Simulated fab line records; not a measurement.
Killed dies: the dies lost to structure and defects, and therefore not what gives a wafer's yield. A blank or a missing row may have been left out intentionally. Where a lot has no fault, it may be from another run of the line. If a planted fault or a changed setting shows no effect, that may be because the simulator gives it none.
Split-lot experiment / flow n5Finfet / 7 lots, 21 wafers read, on a route of 1938 steps

== THE SPLIT ==
At N5_BEOL_M5_COAT_66 (time 60 s, resist thk 12 nm), the setting spinRpm was moved away from the recipe's 1500 rpm on 6 of the 21 wafers read, by -11.1% to +8.9%. This setting was run at the recipe's value on the other wafers.

Reading taken at the split's own step.

== THE READING ==
SiARC_of_BEOL_M5_COAT_66.thkNm (the simulator's own value, which no gauge read), in nm, at N5_BEOL_M5_COAT_66 (time 60 s, resist thk 12 nm). The file does not state a usual value for it.

wafer=L076.1; tool, chamber at the split=lithoTrack-05, 0; spinRpm as run, rpm=1500; against the recipe=recipe; SiARC_of_BEOL_M5_COAT_66.thkNm, nm=12; against lot-mates on the recipe=-
wafer=L076.6; tool, chamber at the split=lithoTrack-05, 0; spinRpm as run, rpm=1500; against the recipe=recipe; SiARC_of_BEOL_M5_COAT_66.thkNm, nm=12; against lot-mates on the recipe=-
wafer=L076.3; tool, chamber at the split=lithoTrack-05, 0; spinRpm as run, rpm=1333; against the recipe=-11.1%; SiARC_of_BEOL_M5_COAT_66.thkNm, nm=12.8; against lot-mates on the recipe=+0.8
wafer=L079.2; tool, chamber at the split=lithoTrack-01, 0; spinRpm as run, rpm=1500; against the recipe=recipe; SiARC_of_BEOL_M5_COAT_66.thkNm, nm=12; against lot-mates on the recipe=-
wafer=L079.3; tool, chamber at the split=lithoTrack-01, 0; spinRpm as run, rpm=1500; against the recipe=recipe; SiARC_of_BEOL_M5_COAT_66.thkNm, nm=12; against lot-mates on the recipe=-
wafer=L079.5; tool, chamber at the split=lithoTrack-01, 0; spinRpm as run, rpm=1500; against the recipe=recipe; SiARC_of_BEOL_M5_COAT_66.thkNm, nm=12; against lot-mates on the recipe=-
wafer=L080.2; tool, chamber at the split=lithoTrack-04, 0; spinRpm as run, rpm=1500; against the recipe=recipe; SiARC_of_BEOL_M5_COAT_66.thkNm, nm=12; against lot-mates on the recipe=-
wafer=L080.4; tool, chamber at the split=lithoTrack-04, 0; spinRpm as run, rpm=1500; against the recipe=recipe; SiARC_of_BEOL_M5_COAT_66.thkNm, nm=12; against lot-mates on the recipe=-
wafer=L080.6; tool, chamber at the split=lithoTrack-04, 0; spinRpm as run, rpm=1546; against the recipe=+3.1%; SiARC_of_BEOL_M5_COAT_66.thkNm, nm=11.8; against lot-mates on the recipe=-0.2
wafer=L084.3; tool, chamber at the split=lithoTrack-05, 0; spinRpm as run, rpm=1633; against the recipe=+8.9%; SiARC_of_BEOL_M5_COAT_66.thkNm, nm=11.6; against lot-mates on the recipe=-0.4
wafer=L084.4; tool, chamber at the split=lithoTrack-05, 0; spinRpm as run, rpm=1633; against the recipe=+8.9%; SiARC_of_BEOL_M5_COAT_66.thkNm, nm=11.4; against lot-mates on the recipe=-0.6
wafer=L084.6; tool, chamber at the split=lithoTrack-05, 0; spinRpm as run, rpm=1500; against the recipe=recipe; SiARC_of_BEOL_M5_COAT_66.thkNm, nm=12; against lot-mates on the recipe=-
wafer=L088.2; tool, chamber at the split=lithoTrack-05, 0; spinRpm as run, rpm=1500; against the recipe=recipe; SiARC_of_BEOL_M5_COAT_66.thkNm, nm=12; against lot-mates on the recipe=-
wafer=L088.4; tool, chamber at the split=lithoTrack-05, 0; spinRpm as run, rpm=1500; against the recipe=recipe; SiARC_of_BEOL_M5_COAT_66.thkNm, nm=12; against lot-mates on the recipe=-
wafer=L088.6; tool, chamber at the split=lithoTrack-05, 0; spinRpm as run, rpm=1500; against the recipe=recipe; SiARC_of_BEOL_M5_COAT_66.thkNm, nm=12; against lot-mates on the recipe=-
wafer=L097.1; tool, chamber at the split=lithoTrack-04, 0; spinRpm as run, rpm=1500; against the recipe=recipe; SiARC_of_BEOL_M5_COAT_66.thkNm, nm=12; against lot-mates on the recipe=-
wafer=L097.2; tool, chamber at the split=lithoTrack-04, 0; spinRpm as run, rpm=1500; against the recipe=recipe; SiARC_of_BEOL_M5_COAT_66.thkNm, nm=12; against lot-mates on the recipe=-
wafer=L097.6; tool, chamber at the split=lithoTrack-04, 0; spinRpm as run, rpm=1500; against the recipe=recipe; SiARC_of_BEOL_M5_COAT_66.thkNm, nm=12; against lot-mates on the recipe=-
wafer=L094.1; tool, chamber at the split=lithoTrack-05, 0; spinRpm as run, rpm=1500; against the recipe=recipe; SiARC_of_BEOL_M5_COAT_66.thkNm, nm=12; against lot-mates on the recipe=-
wafer=L094.3; tool, chamber at the split=lithoTrack-05, 0; spinRpm as run, rpm=1375; against the recipe=-8.3%; SiARC_of_BEOL_M5_COAT_66.thkNm, nm=12.6; against lot-mates on the recipe=+0.6
wafer=L094.5; tool, chamber at the split=lithoTrack-05, 0; spinRpm as run, rpm=1375; against the recipe=-8.3%; SiARC_of_BEOL_M5_COAT_66.thkNm, nm=12.6; against lot-mates on the recipe=+0.6

FIT RESULTS
A straight line over all 21 wafers: SiARC_of_BEOL_M5_COAT_66.thkNm changes by -0.0658 nm for each +1% of spinRpm; r = -0.99; the points scatter about the line by 0.045 nm.
The same after taking each lot's own level away (the mean of its wafers on the recipe; 21 wafers): -0.0658 nm for each +1%; r = -0.99; scatter 0.045 nm.
That fit puts the effect of the largest move of spinRpm on the reading at 0.73 nm.
The lots' own levels span 12.00 to 12.00 nm.
Hence the lot-to-lot level has little effect on the slope; both slopes agree.
Check: +0.725 nm against its lot-mates is what the line predicts for one of the wafers moved furthest among these (-11.1%) when that wafer is left out of the fit. Against them it came out at +0.8 nm.

== THESE WAFERS: OTHER SPLITS ==
Other splits were also applied to these wafers ahead of the reading. Each is held against what the fit with the lots' levels taken away leaves over:
other split on the same wafers=N5_BEOL_M2_EXPOSE_08 doseMj; wafers away from the commonest value=6; r with SiARC_of_BEOL_M5_COAT_66.thkNm (lot level and that fit taken away)=-0.22
other split on the same wafers=N5_BEOL_M3_TRENCH_ETCH_37 timeS; wafers away from the commonest value=3; r with SiARC_of_BEOL_M5_COAT_66.thkNm (lot level and that fit taken away)=+0.01
other split on the same wafers=N5_BEOL_M5_ILD_DEP_00 tempC; wafers away from the commonest value=9; r with SiARC_of_BEOL_M5_COAT_66.thkNm (lot level and that fit taken away)=-0.06
other split on the same wafers=N5_BEOL_M5_COAT_60 spinRpm; wafers away from the commonest value=9; r with SiARC_of_BEOL_M5_COAT_66.thkNm (lot level and that fit taken away)=-0.14

== FILE'S OWN FIT ==
SiARC_of_BEOL_M5_COAT_66.thkNm changes by -0.0673 nm for each +1% of spinRpm, r = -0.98.
